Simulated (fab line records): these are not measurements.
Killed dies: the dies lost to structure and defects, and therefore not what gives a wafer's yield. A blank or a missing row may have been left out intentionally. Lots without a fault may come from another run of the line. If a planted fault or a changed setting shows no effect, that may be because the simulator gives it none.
Struck lot and sound lot, side by side / flow nand harc / 14 steps out of a route of 1302
Sound: wafers L685.1, L685.3, L685.5. Struck: wafer L694.2 (left out: L694.3, L694.4 of the same lot, which were not struck); the cause appears at the end.
Each step with rows lists, per side, the tool, then ch with its chambers, then its first start. Under that, the readings that differ: sound wafers / struck wafers / difference of the means / sigmas: that difference in standard deviations of wafers without a fault.
alike: same words and numbers on both sides, and readings whose means sit less than 2 such deviations apart. not compared: any withheld reading, any reading some wafer has no value for, any bound like >300 that may hide the same value, and any number with overlapping values for which the record gives no deviation.
The two part at a step that has a row with sigmas, a row that says differs or no value, or rows on one side only. Numbers that have no deviation but don't overlap get no sigmas and don't part them. Lack of a reading on every wafer of one side parts them only where that side has two or more wafers.

first, 8 steps without rows for these wafers: NHARC_P_GATE_DEHYDRATE_18 (time 120 s); NHARC_P_GATE_HMDS_19 (time 30 s); NHARC_P_GATE_COAT_20 (resist thk 90 nm); NHARC_P_GATE_SOFTBAKE_21 (time 55 s); NHARC_P_GATE_EBR_22; NHARC_P_GATE_EXPOSE_23 (exposes mask P GATE, target cd 120 nm); NHARC_P_GATE_PEB_24 (peb time 65 s); NHARC_P_GATE_DEVELOP_25 (develop time 35 s).
NHARC_P_GATE_CD_MEAS_26: target cd 120 nm.
  sound on cd sem-01 ch 0, day 6 06:41; struck on cd sem-01 ch 0, day 9 22:05
  alike: cd nm
NHARC_P_GATE_OVL_MEAS_27:
  sound on overlay-02, day 6 06:47; struck on overlay-02, day 9 22:10
  alike: overlay x nm, overlay y nm
NHARC_P_GATE_INSPECT_28:
  sound on defect inspect-01, day 6 06:49; struck on defect inspect-01, day 9 22:13
  alike: raw defect count
NHARC_P_GATE_DESCUM_31: chemistry O2, time 3 s.
  sound on rie diel-12 ch 0,2,3, day 6 06:53; struck on rie diel-07 ch 0, day 9 22:17
  alike: drypump motor current A, oes product au, rf vpp V, showerhead plenum p Torr, throttle valve pct
  not compared: rf hours counter h
NHARC_P_GATE_ETCH_104: etches the open film in CF4/CHF3, target depth 60 nm.
  sound on rie diel-12 ch 0,2,3, day 6 06:58; struck on rie diel-07 ch 0, day 9 22:22
reading=oes product au (a.u.); sound=0.964 0.963 0.956; struck=1.196; difference=+0.235; sigmas=+11
reading=rf fwd power W (W); sound=491.1 491.4 493.0; struck=692.3; difference=+200.5; sigmas=+74
reading=model.P_GATE.cd nm (nm); sound=120.1 120.6 118.9; struck=118; difference=-2; sigmas=
  alike: drypump motor current A, rf vpp V, showerhead plenum p Torr, throttle valve pct
NHARC_P_GATE_HM_OPEN_105: chemistry O2/COS, target depth 360 nm.
  sound: rie diel-12 ch 0,2,3; struck: rie diel-07 ch 3
  alike: cos flow sccm, drypump motor current A, oes product au, rf fwd power W, rf vpp V, showerhead plenum p Torr, throttle valve pct
  not compared: rf hours counter h

## WHERE THEY PART
Within this record, at NHARC_P_GATE_ETCH_104 only. Later steps at which nothing parts them and some readings are alike: NHARC_P_GATE_HM_OPEN_105.

WHY: the cause the simulator had injected
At NHARC_P_GATE_ETCH_104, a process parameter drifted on rie diel-07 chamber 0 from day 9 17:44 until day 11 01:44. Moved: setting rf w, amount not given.
